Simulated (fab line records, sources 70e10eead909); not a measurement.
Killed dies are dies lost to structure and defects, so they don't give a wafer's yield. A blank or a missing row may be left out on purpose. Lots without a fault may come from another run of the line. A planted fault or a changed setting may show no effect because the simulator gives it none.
Chamber matching | flow nand_harc | NHARC_P_M0_STRIP_18 on rie_diel-04: 4 sister chambers
The step strips in N2/H2. 22 wafers are shown with their chamber, then 11 later ones without.

WAFERS WITH THEIR CHAMBER
wafer  | chamber | drypump_motor_current_A (A) | showerhead_plenum_p_Torr (Torr) | oes_product_au (a.u.)
L074.1 | 1       | 5.2                         | 1.94                            | 1.008
L074.2 | 3       | 5.7                         | 2.05                            | 0.998
L074.6 | 1       | 5.2                         | 1.94                            | 1.009
L075.2 | 0       | 5.5                         | 2.01                            | 1.021
L075.3 | 2       | 5.7                         | 2.04                            | 1.026
L075.4 | 3       | 5.7                         | 2.05                            | 1.005
L077.2 | 3       | 5.7                         | 2.05                            | 1.004
L077.4 | 1       | 5.2                         | 1.94                            | 1.010
L077.6 | 0       | 5.4                         | 2.01                            | 1.030
L079.1 | 0       | 5.5                         | 2.00                            | 1.016
L079.2 | 3       | 5.7                         | 2.05                            | 0.995
L079.5 | 3       | 5.7                         | 2.04                            | 1.000
L086.2 | 0       | 5.5                         | 2.00                            | 1.025
L086.3 | 2       | 5.7                         | 2.03                            | 0.996
L086.6 | 2       | 5.7                         | 2.03                            | 1.003
L087.1 | 3       | 5.7                         | 2.04                            | 0.997
L087.5 | 0       | 5.4                         | 2.00                            | 1.019
L087.6 | 3       | 5.7                         | 2.04                            | 0.987
L091.2 | 1       | 5.2                         | 1.93                            | 0.998
L091.3 | 2       | 5.7                         | 2.03                            | 1.011
L091.6 | 0       | 5.5                         | 2.00                            | 1.028
L093.2 | 0       | 5.5                         | 2.00                            | 1.018

SIGNATURES (means of the wafers above)
reading                  | chamber 0 | chamber 1 | chamber 2 | chamber 3 | scatter within a chamber
drypump_motor_current_A  | 5.471     | 5.200     | 5.700     | 5.700     | 0.0282
showerhead_plenum_p_Torr | 2.0029    | 1.9375    | 2.0325    | 2.0457    | 0.00508
oes_product_au           | 1.02243   | 1.00625   | 1.00900   | 0.99800   | 0.00738
Rule: a wafer's distance from a chamber is the root of the sum, over the readings, of the square of ((its reading less the chamber's mean) divided by the reading's scatter). The wafer belongs to the nearest chamber; if the next one is less than 2 further off, it can't be placed. The scatter: the root of (the sum of the squares of (reading less its chamber's mean) over the shown wafers, divided by (wafers less chambers)).

WAFERS WITHOUT THEIR CHAMBER
wafer  | drypump_motor_current_A (A) | showerhead_plenum_p_Torr (Torr) | oes_product_au (a.u.)
L093.3 | 5.7                         | 2.04                            | 1.005
L093.5 | 5.2                         | 1.93                            | 0.992
L095.1 | 5.7                         | 2.04                            | 0.995
L095.4 | 5.5                         | 1.99                            | 1.019
L095.5 | 5.2                         | 1.93                            | 0.982
L096.1 | 5.7                         | 2.03                            | 0.989
L096.3 | 5.7                         | 2.03                            | 1.008
L096.4 | 5.4                         | 1.99                            | 1.032
L097.2 | 5.2                         | 1.93                            | 0.983
L097.4 | 5.7                         | 2.03                            | 1.000
L097.5 | 5.8                         | 2.03                            | 1.000

WHICH CHAMBER EACH WENT THROUGH
wafer  | from the rows above     | in truth
L093.3 | can't be placed: 3 or 2 | 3
L093.5 | 1                       | 1
L095.1 | can't be placed: 3 or 2 | 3
L095.4 | 0                       | 0
L095.5 | 1                       | 1
L096.1 | can't be placed: 2 or 3 | 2
L096.3 | 2                       | 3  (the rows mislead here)
L096.4 | 0                       | 0
L097.2 | 1                       | 1
L097.4 | can't be placed: 2 or 3 | 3
L097.5 | can't be placed: 2 or 3 | 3
Placed correctly: 5 of 11. Can't be placed from these rows: 5 (the true chamber is among the candidates in 5). Placed wrongly: 1.
